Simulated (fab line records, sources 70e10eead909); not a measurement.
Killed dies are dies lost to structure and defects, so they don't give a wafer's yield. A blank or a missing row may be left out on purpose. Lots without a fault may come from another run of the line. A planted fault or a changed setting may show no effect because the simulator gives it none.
Problem report in the 8D (eight disciplines) form, filled by code | flow nand_harc | the parts of the form that need people (team, actions taken, sign-off) are left out

1. THE PROBLEM
run_length_s at NHARC_A_BONDPAD_ETCH_34 reads a mean of 70.4 s on 3 wafers of 3 lots; wafers without a fault read 87.2 s with a standard deviation of 0.41. That is -41 standard deviations from the usual mean.
The step: etches the open film in N2/H2, target depth 60 nm, overetch 18 nm, time 65.91 s.
First seen on wafer L968.1, day 29 14:45, on rie_diel-13. The record holds 37 wafers of 13 lots with a number at this step. Rule for "out", or "out of limits": more than 4 standard deviations from the usual mean. The other wafers with a number count as sound.

2. WHAT IT IS AND WHAT IT IS NOT
question                    | is                     | is not
which readings at this step | run_length_s           | drypump_motor_current_A, oes_product_au, rf_vpp_V, showerhead_plenum_p_Torr, throttle_valve_pct
which lots                  | L968, L971, L974       | L954, L955, L956, L958, L960, L964, L965, L966, L972, L975
which wafers of those lots  | L968.1, L971.3, L974.4 | L968.2, L968.5, L971.1, L974.3
read on which tools         | rie_diel-13            | rie_diel-02, rie_diel-04
when                        | from day 29 14:45      | up to then (26 sound wafers); but 8 sound wafers of L971, L972, L974, L975 came after

3. SUSPECTS, AND WHAT RULES EACH OUT
Counting: a tool at a process step up to the reading stays a suspect if it ran every lot that is out. Sound lots after the first of them don't rule it out here, since some wafers of a struck lot are sound.
- rie_diel-13 at NHARC_A_BONDPAD_ETCH_34 (etches the open film in N2/H2, target depth 60 nm, overetch 18 nm, time 65.91 s): kept. It ran every lot that is out, first L968 (day 29 14:45); its last sound lot up to then is L965 (day 28 03:47). Its own readings are out on those wafers: run_length_s.
- Within rie_diel-13 at NHARC_A_BONDPAD_ETCH_34: the wafers that are out ran in chamber 0; their sound lot-mates ran in chambers 1, 2, 3.
Left after counting: rie_diel-13 at NHARC_A_BONDPAD_ETCH_34.

4. THE CAUSE (what the simulator had put in)
Process parameter drift: rie_diel-13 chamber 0, from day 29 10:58 on, at NHARC_A_BONDPAD_ETCH_34. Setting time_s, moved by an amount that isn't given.
Counting left only this tool.

5. THE CHAIN OF EFFECTS, in route order
Each row: a reading whose mean over the struck wafers that have a number lies more than 3 standard deviations from the usual. Only readings for which the record gives a usual standard deviation are gone through. hours: the time from each lot's start at the first step in this table that gives one to its start at this step, as a median over the lots. sigmas: the change in usual standard deviations.
hours | step                    | reading      | usual  | on struck wafers | change | sigmas
0     | NHARC_A_BONDPAD_ETCH_34 | run_length_s | 87.2 s | 70.4             | -16.8  | -41
The process steps in it:
- NHARC_A_BONDPAD_ETCH_34: etches the open film in N2/H2, target depth 60 nm, overetch 18 nm, time 65.91 s.
Later measuring or inspecting steps at which every struck wafer that the step has a row for has a number for every such reading, and none has moved that far: NHARC_END_SORT_01.

6. WHAT WOULD HAVE CAUGHT IT SOONER
In this record the first reading out of limits was taken at day 29 14:45, 4 hours after the fault began at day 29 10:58.
